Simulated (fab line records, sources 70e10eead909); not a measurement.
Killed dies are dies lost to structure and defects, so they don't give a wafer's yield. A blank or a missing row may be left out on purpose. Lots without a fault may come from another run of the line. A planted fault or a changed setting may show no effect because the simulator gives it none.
Chamber matching | flow nand_harc | NHARC_P_BONDPAD_CMP_32 on cmp-03: 4 sister chambers
The step polishes SiCN, target thk 200 nm. 4 wafers are shown with their chamber, then 7 later ones without.

WAFERS WITH THEIR CHAMBER
wafer  | chamber | motor_current_A (A)
L075.2 | 1       | 10.8
L076.4 | 3       | 11.4
L087.2 | 2       | 14.4
L087.3 | 0       | 13.5

WAFERS WITHOUT THEIR CHAMBER
wafer  | motor_current_A (A)
L087.4 | 11.5
L085.2 | 13.4
L085.3 | 11.9
L085.6 | 15.1
L091.2 | 14.4
L091.3 | 14.7
L091.4 | 10.7

WHICH CHAMBER EACH WENT THROUGH
wafer  | from the rows above     | in truth
L087.4 | can't be placed: 3 or 1 | 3
L085.2 | 0                       | 0
L085.3 | can't be placed: 3 or 1 | 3
L085.6 | 2                       | 2
L091.2 | 2                       | 2
L091.3 | 2                       | 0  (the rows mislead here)
L091.4 | can't be placed: 1 or 3 | 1
Placed correctly: 3 of 7. Can't be placed from these rows: 3 (the true chamber is among the candidates in 3). Placed wrongly: 1.
How it was worked out, from the rows above alone: a wafer's distance from a chamber is the root of the sum, over the readings, of the square of ((its reading less the chamber's mean) divided by the reading's scatter). The wafer belongs to the nearest chamber; if the next one is less than 2 further off, it can't be placed. A chamber's mean is the mean of its shown wafers. The scatter: with one shown wafer a chamber, the root of the mean of the squares of how far each hidden wafer lies from its nearest shown one.
